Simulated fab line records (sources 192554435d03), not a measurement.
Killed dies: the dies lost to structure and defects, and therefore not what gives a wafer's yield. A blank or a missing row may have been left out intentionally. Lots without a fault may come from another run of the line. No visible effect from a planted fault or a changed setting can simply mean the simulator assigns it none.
Split-lot trial    flow n5_finfet    on a route of 1938 steps: 7 lots, 21 wafers read

== ON THE SPLIT ==
At N5_SDB_EXPOSE_08 (exposes mask SDB), the setting dose_mj was moved away from the recipe's 49.6 on 6 of the 21 wafers read, by -7.1% to -2.6%. The other wafers ran this setting at the recipe's value.

== FROM THE SPLIT TO THE READING: what the file shows between them, 2 steps ==
- N5_SDB_PEB_09: peb time 60 s
- N5_SDB_DEVELOP_10: develop time 30 s

== THE READING ==
Shown in nm: cd_nm at N5_SDB_CD_MEAS_11, with target cd 50 nm. On this fab line, fault-free wafers typically give 50.0 nm with a standard deviation of 1 nm.

wafer   tool, chamber at the split  dose_mj as run  against the recipe  cd_nm, nm  against lot-mates on the recipe
L078.1  arfi_scanner-02, 0          46.06           -7.1%               43.6       -6.7
L078.3  arfi_scanner-02, 0          46.06           -7.1%               42.7       -7.6
L078.5  arfi_scanner-02, 0          49.6            recipe              50.3       -
L079.2  arfi_scanner-01, 0          47.64           -4.0%               46.4       -4.0
L079.5  arfi_scanner-01, 0          49.6            recipe              51.0       -
L079.6  arfi_scanner-01, 0          49.6            recipe              49.7       -
L081.3  arfi_scanner-03, 0          47.52           -4.2%               45.5       -5.0
L081.4  arfi_scanner-03, 0          49.6            recipe              50.8       -
L081.6  arfi_scanner-03, 0          49.6            recipe              50.3       -
L083.1  arfi_scanner-01, 0          49.6            recipe              49.2       -
L083.2  arfi_scanner-01, 0          46.51           -6.2%               43.4       -6.3
L083.4  arfi_scanner-01, 0          49.6            recipe              50.1       -
L086.2  arfi_scanner-02, 0          49.6            recipe              48.3       -
L086.4  arfi_scanner-02, 0          49.6            recipe              48.8       -
L086.6  arfi_scanner-02, 0          48.3            -2.6%               48.0       -0.5
L089.2  arfi_scanner-03, 0          49.6            recipe              50.3       -
L089.4  arfi_scanner-03, 0          49.6            recipe              50.1       -
L089.5  arfi_scanner-03, 0          49.6            recipe              50.0       -
L091.1  arfi_scanner-03, 0          49.6            recipe              50.0       -
L091.2  arfi_scanner-03, 0          49.6            recipe              51.3       -
L091.4  arfi_scanner-03, 0          49.6            recipe              49.9       -

THE FIT
A straight line over all 21 wafers: cd_nm changes by +0.985 nm for each +1% of dose_mj; r = +0.96; the points scatter about the line by 0.72 nm.
The same after taking each lot's own level away (the mean of its wafers on the recipe; 21 wafers): +1 nm for each +1%; r = +0.97; scatter 0.65 nm.
Per that fit: largest dose_mj move, reading shift of 7.1 nm.
Across the lots, their own levels run from 48.55 to 50.55 nm, a range of 2.0 times the standard deviation given above.
Consequently the slope shifts little with the lot-to-lot level, the two slopes agreeing.
Check: with one of the wafers moved furthest among these (-7.1%) left out of the fit, the line predicts -7.25 nm for it against its lot-mates. Against them it came out at -6.7 nm.

== OTHER SPLITS APPLIED TO THESE WAFERS ==
Note: prior to the reading, these wafers also went through further splits. Each is held against what the fit with the lots' levels taken away leaves over:
other split on the same wafers  wafers away from the commonest value  r with cd_nm (lot level and that fit taken away)
N5_WELL_APT_COAT_02 spin_rpm    3                                     -0.13
N5_FIN_SAQP_PECVD_06 time_s     6                                     +0.05
N5_FIN_SAQP_PEB_14 peb_time_s   4                                     -0.07
N5_FIN_CUT_COAT_19 spin_rpm     6                                     +0.07
N5_FIN_CUT_EXPOSE_05 dose_mj    7                                     +0.15
N5_DUMMY_GATE_COAT_28 spin_rpm  4                                     +0.19
N5_SDB_COAT_05 spin_rpm         6                                     -0.21

== FILE'S OWN FIT ==
cd_nm changes by +0.988 nm for each +1% of dose_mj, r = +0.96.
